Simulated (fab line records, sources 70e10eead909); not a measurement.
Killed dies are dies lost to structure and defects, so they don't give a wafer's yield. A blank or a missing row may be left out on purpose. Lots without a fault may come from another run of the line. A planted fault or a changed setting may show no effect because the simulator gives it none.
Problem report in the 8D (eight disciplines) form, filled by code | flow nand_harc | the parts of the form that need people (team, actions taken, sign-off) are left out

1. THE PROBLEM
killed_at_array at NHARC_END_SORT_01 reads a mean of 108 on 2 wafers of 2 lots; wafers without a fault read 28 with a standard deviation of 11. That is +7.3 standard deviations from the usual mean.
First seen on wafer L529.1, day 22 13:45, on prober-02. The record holds 6 wafers of 2 lots with a number at this step. Rule for "out", or "out of limits": more than 4 standard deviations from the usual mean. The other wafers with a number count as sound.

2. WHAT IT IS AND WHAT IT IS NOT
question                    | is                           | is not
which readings at this step | killed_at_array, killed_dies | killed_at_other, killed_at_periphery, killed_open, killed_short
which lots                  | L529, L534                   | -
which wafers of those lots  | L529.1, L534.4               | L529.2, L529.3, L534.1, L534.5
read on which gauges        | prober-02                    | -
when                        | from day 22 13:45            | up to then (0 sound wafers); but 4 sound wafers of L529, L534 came after

3. SUSPECTS, AND WHAT RULES EACH OUT
Counting: a tool at a process step up to the reading stays a suspect if it ran every lot that is out. Sound lots after the first of them don't rule it out here, since some wafers of a struck lot are sound.
- the gauge at NHARC_END_SORT_01: kept. All the wafers that are out were read on prober-02, and no step on other tools shows them out.
- har_cap_etch-02 at NHARC_A_CONTACT_ETCH_137 (etches the open film in C4F8/O2/Ar, time 132 s, target depth 1287 nm): kept. It ran every lot that is out, first L529 (day 20 10:11).
- Within har_cap_etch-02 at NHARC_A_CONTACT_ETCH_137: the wafers that are out ran in chamber 1; their sound lot-mates ran in chamber 0.
Left after counting: har_cap_etch-02 at NHARC_A_CONTACT_ETCH_137, prober-02 at NHARC_END_SORT_01.

4. THE CAUSE (what the simulator had put in)
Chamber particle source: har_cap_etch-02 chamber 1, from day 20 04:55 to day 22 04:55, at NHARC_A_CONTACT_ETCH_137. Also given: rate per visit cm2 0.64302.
Counting left 2 suspects, and this tool is among them.

5. THE CHAIN OF EFFECTS, in route order
Each row: a reading whose mean over the struck wafers that have a number lies more than 3 standard deviations from the usual. Only readings for which the record gives a usual standard deviation are gone through. hours: the time from each lot's start at the first step in this table that gives one to its start at this step, as a median over the lots. sigmas: the change in usual standard deviations.
hours | step              | reading         | usual | on struck wafers | change | sigmas
0     | NHARC_END_SORT_01 | killed_at_array | 28    | 108              | +80    | +7.3
0     | NHARC_END_SORT_01 | killed_dies     | 32    | 112              | +80    | +7.3

6. WHAT WOULD HAVE CAUGHT IT SOONER
In this record the first reading out of limits at a measuring or inspecting step was taken at day 22 13:45, 57 hours after the fault began at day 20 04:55.
All the lots that are out (2) had begun NHARC_A_CONTACT_ETCH_137 on har_cap_etch-02 by day 22 13:45. A hold on the tool at that time would have spared none of them.
